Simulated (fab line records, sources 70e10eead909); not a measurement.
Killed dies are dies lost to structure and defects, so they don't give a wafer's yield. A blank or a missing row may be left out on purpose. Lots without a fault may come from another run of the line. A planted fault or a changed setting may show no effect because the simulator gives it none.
Which tool did it? | flow nand_harc | 14 lots, 41 wafers sampled, at 5 steps of a route of 1159

WHAT THE GAUGES READ, wafer by wafer
NHARC_A_BLC_CD_MEAS_19.
lot  | measured     | on        | cd_nm (nm)
L922 | day 17 07:58 | cd_sem-02 | 95.8 102.2 99.4
L925 | day 17 15:24 | cd_sem-02 | 101.2 103.9 99.3
L923 | day 17 18:58 | cd_sem-01 | 100.5 99.1 98.6
L924 | day 17 20:28 | cd_sem-03 | 102.2 100.9 103.6
L926 | day 18 12:00 | cd_sem-03 | 97.6 98.5 99.2
L928 | day 18 13:04 | cd_sem-03 | 99.8 101.5 99.9
L929 | day 19 01:18 | cd_sem-02 | 100.0 100.2 98.2
L930 | day 19 14:03 | cd_sem-02 | 95.9 99.2 97.5
L931 | day 19 14:45 | cd_sem-02 | 98.5 98.6 97.9
L935 | day 19 19:08 | cd_sem-03 | 102.7 98.5 104.9
L932 | day 19 23:04 | cd_sem-02 | 101.2 100.1 99.1
L934 | day 20 08:51 | cd_sem-02 | 100.2 96.1
L933 | day 20 09:36 | cd_sem-02 | 95.4 98.3 99.5
L943 | day 22 21:56 | cd_sem-03 | 100.5 103.4 101.5

NHARC_A_M0_CD_MEAS_09: target cd 80 nm.
lot  | measured     | on        | cd_nm (nm)
L922 | day 17 15:34 | cd_sem-03 | 79.4 79.0 78.8
L925 | day 17 18:58 | cd_sem-02 | 80.6 80.1 80.4
L923 | day 18 01:58 | cd_sem-02 | 79.9 80.4 79.6
L924 | day 18 02:34 | cd_sem-02 | 80.3 79.7 80.4
L926 | day 18 15:01 | cd_sem-02 | 78.9 78.6 79.3
L928 | day 18 19:37 | cd_sem-02 | 80.5 80.1 79.6
L929 | day 19 06:35 | cd_sem-03 | 79.2 80.6 80.2
L930 | day 19 17:08 | cd_sem-01 | 79.8 79.6 80.4
L931 | day 19 17:52 | cd_sem-02 | 80.8 80.0 80.9
L935 | day 19 22:04 | cd_sem-02 | 78.7 79.7 78.9
L932 | day 20 02:49 | cd_sem-03 | 80.3 79.4 80.7
L934 | day 20 14:05 | cd_sem-03 | 80.9 69.8
L933 | day 20 14:32 | cd_sem-01 | 79.4 71.3 69.3
L943 | day 23 05:11 | cd_sem-01 | 78.8 80.0 79.8

NHARC_A_M0_CD_MEAS_16.
lot  | measured     | on        | cd_nm (nm)
L922 | day 17 16:03 | cd_sem-01 | 79.8 78.9 79.7
L925 | day 17 19:28 | cd_sem-02 | 79.8 79.8 80.1
L923 | day 18 02:29 | cd_sem-01 | 80.9 80.7 79.9
L924 | day 18 03:03 | cd_sem-01 | 80.6 80.2 80.0
L926 | day 18 15:30 | cd_sem-02 | 79.4 79.0 79.1
L928 | day 18 20:05 | cd_sem-03 | 79.9 80.0 81.0
L929 | day 19 07:05 | cd_sem-01 | 80.0 80.9 80.2
L930 | day 19 17:37 | cd_sem-01 | 79.2 79.0 80.7
L931 | day 19 18:22 | cd_sem-03 | 80.5 80.1 81.1
L935 | day 19 22:34 | cd_sem-02 | 78.9 79.4 78.3
L932 | day 20 03:19 | cd_sem-01 | 79.6 78.8 79.8
L934 | day 20 15:04 | cd_sem-02 | 80.9 69.6
L933 | day 20 15:01 | cd_sem-03 | 80.2 71.6 70.6
L943 | day 23 05:41 | cd_sem-02 | 80.1 79.7 78.9

WHICH TOOL RAN EACH LOT (tool, then ch and the chambers of the sampled wafers, then the start)
lot  | NHARC_A_BLC_ETCH_18                           | NHARC_A_M0_EXPOSE_06
L922 | rie_diel-10 ch 0,2,3, day 17 07:58 or earlier | arfi_scanner-02 ch 0, day 17 15:26
L925 | rie_diel-10 ch 0,3, day 17 15:24 or earlier   | arfi_scanner-02 ch 0, day 17 18:50
L923 | rie_diel-04 ch 1,3, day 17 18:58 or earlier   | arfi_scanner-03 ch 0, day 18 01:50
L924 | rie_diel-10 ch 0,1,3, day 17 20:28 or earlier | arfi_scanner-01 ch 0, day 18 02:26
L926 | rie_diel-07 ch 1,3, day 18 12:00 or earlier   | arfi_scanner-01 ch 0, day 18 14:53
L928 | rie_diel-04 ch 0,1,3, day 18 13:04 or earlier | arfi_scanner-02 ch 0, day 18 19:28
L929 | rie_diel-10 ch 0,3, day 19 01:18 or earlier   | arfi_scanner-01 ch 0, day 19 06:28
L930 | rie_diel-10 ch 0,1,2, day 19 14:03 or earlier | arfi_scanner-01 ch 0, day 19 17:00
L931 | rie_diel-04 ch 0,1, day 19 14:45 or earlier   | arfi_scanner-03 ch 0, day 19 17:43
L935 | rie_diel-04 ch 0,3, day 19 19:08 or earlier   | arfi_scanner-02 ch 0, day 19 21:55
L932 | rie_diel-04 ch 0,1, day 19 23:04 or earlier   | arfi_scanner-02 ch 0, day 20 02:41
L934 | rie_diel-07 ch 0,3, day 20 08:51 or earlier   | arfi_scanner-02 ch 0, day 20 13:57
L933 | rie_diel-10 ch 2,3, day 20 09:36 or earlier   | arfi_scanner-02 ch 0, day 20 14:23
L943 | rie_diel-04 ch 0,1, day 22 21:56 or earlier   | arfi_scanner-01 ch 0, day 23 05:04
- NHARC_A_BLC_ETCH_18: etches the open film in C4F8/O2/Ar, target depth 910 nm.
- NHARC_A_M0_EXPOSE_06: exposes mask A M0, target cd 80 nm.

WHAT THE TOOLS THEMSELVES READ (means of the sampled wafers that have a number; where no wafer has one, the mark that the record gives instead)
NHARC_A_BLC_ETCH_18.
lot  | tool        | oes_product_au (a.u.) | rf_vpp_V (V)
L922 | rie_diel-10 | 0.933                 | 975
L925 | rie_diel-10 | 0.974                 | 973
L923 | rie_diel-04 | 0.935                 | 984
L924 | rie_diel-10 | 0.965                 | 975
L926 | rie_diel-07 | 0.967                 | 977
L928 | rie_diel-04 | 0.932                 | 983
L929 | rie_diel-10 | 0.962                 | 973
L930 | rie_diel-10 | 0.947                 | 976
L931 | rie_diel-04 | 0.935                 | 984
L935 | rie_diel-04 | 0.976                 | 981
L932 | rie_diel-04 | 0.932                 | 982
L934 | rie_diel-07 | 0.931                 | 979
L933 | rie_diel-10 | 0.923                 | 974
L943 | rie_diel-04 | 0.926                 | 982

THE ANSWER, worked out from the rows above alone
Rule: what is usual is taken from the lots themselves. Put in order of their means at a reading, lots are off if they are a third of the lots or fewer, leave a main group of 4 or more, and stand apart from it by a gap of 3 or more times the standard deviation of the main group's means; of several such gaps the widest counts. A main group whose means are all the same, to the digits that the tables above print for the reading, isn't used. A lot without any number at a reading at which 4 lots or more have one is off too. The other lots that the step has rows for count as sound. The gauges are gone through in route order, then the tools' own readings, and for those a lot's mean is taken as printed above. The first step at which some lot is off is used, and at that step the reading that is off furthest; a lot without a number counts as furthest.
Off: L934, L933, at NHARC_A_M0_CD_MEAS_09 (cd_nm). The main group: mean 79.8 nm, standard deviation 0.51.
A tool fits if, at a process step before that reading, it ran every lot that is off, and no sound lot after the first of them. The gauges at NHARC_A_M0_CD_MEAS_09 are tried like those tools. NHARC_A_BLC_ETCH_18 gives no start for some lots, so the hours and the order of its lots are those of NHARC_A_BLC_CD_MEAS_19. One fits: arfi_scanner-02 at NHARC_A_M0_EXPOSE_06. Its last sound lot is L932 (day 20 02:41), its first lot that is off L934 (day 20 13:57): a fault that began between those two fits.

WHAT THE SIMULATOR HAD PUT IN
Process parameter drift: arfi_scanner-02, from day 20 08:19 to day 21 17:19, at NHARC_A_M0_EXPOSE_06. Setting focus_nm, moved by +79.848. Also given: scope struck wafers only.
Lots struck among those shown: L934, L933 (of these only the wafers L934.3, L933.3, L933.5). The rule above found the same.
